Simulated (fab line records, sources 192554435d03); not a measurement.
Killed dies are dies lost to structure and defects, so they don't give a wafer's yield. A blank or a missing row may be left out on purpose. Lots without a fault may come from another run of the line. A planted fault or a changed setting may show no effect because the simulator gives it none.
Chamber matching | flow n5_finfet | N5_BEOL_M2_ETCH_77 on rie_diel-02: 4 sister chambers
The step etches underlayer in N2/H2, target depth 6.5 nm, time 5.2 s. 8 wafers are shown with their chamber, then 8 later ones without.

WAFERS WITH THEIR CHAMBER
wafer  | chamber | drypump_motor_current_A (A) | showerhead_plenum_p_Torr (Torr)
L082.3 | 2       | 5.34                        | 2.51
L082.4 | 3       | 6.11                        | 2.51
L083.4 | 1       | 5.55                        | 2.72
L083.6 | 0       | 5.97                        | 2.60
L086.1 | 2       | 5.35                        | 2.51
L086.5 | 0       | 5.95                        | 2.59
L086.6 | 3       | 6.12                        | 2.50
L088.2 | 1       | 5.54                        | 2.72

WAFERS WITHOUT THEIR CHAMBER
wafer  | drypump_motor_current_A (A) | showerhead_plenum_p_Torr (Torr)
L088.3 | 5.98                        | 2.59
L088.6 | 5.36                        | 2.51
L091.1 | 6.08                        | 2.50
L091.3 | 5.93                        | 2.59
L091.5 | 5.96                        | 2.59
L092.3 | 6.09                        | 2.50
L092.4 | 5.58                        | 2.71
L092.5 | 5.35                        | 2.50

WHICH CHAMBER EACH WENT THROUGH
wafer  | from the rows above | in truth
L088.3 | 0                   | 0
L088.6 | 2                   | 2
L091.1 | 3                   | 3
L091.3 | 0                   | 0
L091.5 | 0                   | 0
L092.3 | 3                   | 3
L092.4 | 1                   | 1
L092.5 | 2                   | 2
Placed correctly: 8 of 8. Can't be placed from these rows: 0. Placed wrongly: 0.
How it was worked out, from the rows above alone: a wafer's distance from a chamber is the root of the sum, over the readings, of the square of ((its reading less the chamber's mean) divided by the reading's scatter). The wafer belongs to the nearest chamber; if the next one is less than 2 further off, it can't be placed. A chamber's mean is the mean of its shown wafers. The scatter: the root of (the sum of the squares of (reading less its chamber's mean) over the shown wafers, divided by (wafers less chambers)).
